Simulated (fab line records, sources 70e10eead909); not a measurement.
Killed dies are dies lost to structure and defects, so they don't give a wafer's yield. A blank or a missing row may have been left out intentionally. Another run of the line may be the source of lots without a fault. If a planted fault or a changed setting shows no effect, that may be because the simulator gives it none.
Matching of chambers    flow nand_harc    rie_diel-01 running NHARC_A_STAIRCASE_TRIM_196: 4 sister chambers
The step chemistry O2, time 211.2 s. 14 wafers are shown with their chamber, then 7 later ones without.

== WAFERS WITH THEIR CHAMBER ==
wafer   chamber  showerhead_plenum_p_Torr (Torr)  oes_product_au (a.u.)  rf_vpp_V (V)
L074.1  0        3.45                             0.994                  57.5
L074.2  1        3.63                             1.007                  58.6
L074.3  3        3.34                             0.987                  56.8
L078.2  2        3.48                             0.996                  57.8
L078.5  0        3.45                             0.972                  58.3
L078.6  1        3.63                             1.006                  57.6
L079.1  0        3.45                             0.984                  57.3
L079.4  2        3.48                             0.984                  58.6
L079.6  3        3.34                             0.987                  56.7
L079.2  3        3.34                             1.000                  57.1
L079.3  1        3.62                             1.013                  57.6
L079.5  2        3.48                             0.986                  57.2
L090.1  1        3.61                             1.013                  58.0
L090.4  3        3.33                             0.989                  57.2

SIGNATURES (means of the wafers above)
reading                   chamber 0  chamber 1  chamber 2  chamber 3  scatter within a chamber
showerhead_plenum_p_Torr  3.4500     3.6225     3.4800     3.3375     0.00592
oes_product_au            0.98333    1.00975    0.98867    0.99075    0.00696
rf_vpp_V                  57.700     57.950     57.867     56.950     0.489
Rule: distance of a wafer from a chamber = root of the sum over the readings of ((wafer's reading minus chamber's mean) / reading's scatter) squared. If the next closest chamber is less than 2 further off than the closest, the wafer can't be placed; otherwise it belongs to the closest. How the scatter is found: for the shown wafers, subtract from each reading the mean of its chamber, square and add these, divide the total by (wafers less chambers), then take the root.

== WAFERS WHOSE CHAMBER IS MISSING ==
wafer   showerhead_plenum_p_Torr (Torr)  oes_product_au (a.u.)  rf_vpp_V (V)
L090.6  3.61                             1.005                  58.5
L091.1  3.43                             0.999                  58.5
L091.2  3.61                             1.013                  56.8
L091.3  3.33                             0.974                  55.2
L093.1  3.61                             1.011                  59.1
L093.3  3.32                             0.988                  55.3
L093.6  3.43                             1.008                  57.1

== CHAMBER TAKEN BY EACH ==
wafer   from the rows above  in truth
L090.6  1                    1
L091.1  0                    0
L091.2  1                    1
L091.3  3                    3
L093.1  1                    1
L093.3  3                    3
L093.6  0                    0
Placed correctly: 7 of 7. From these rows, 0 cannot be placed. Placed wrongly: 0.
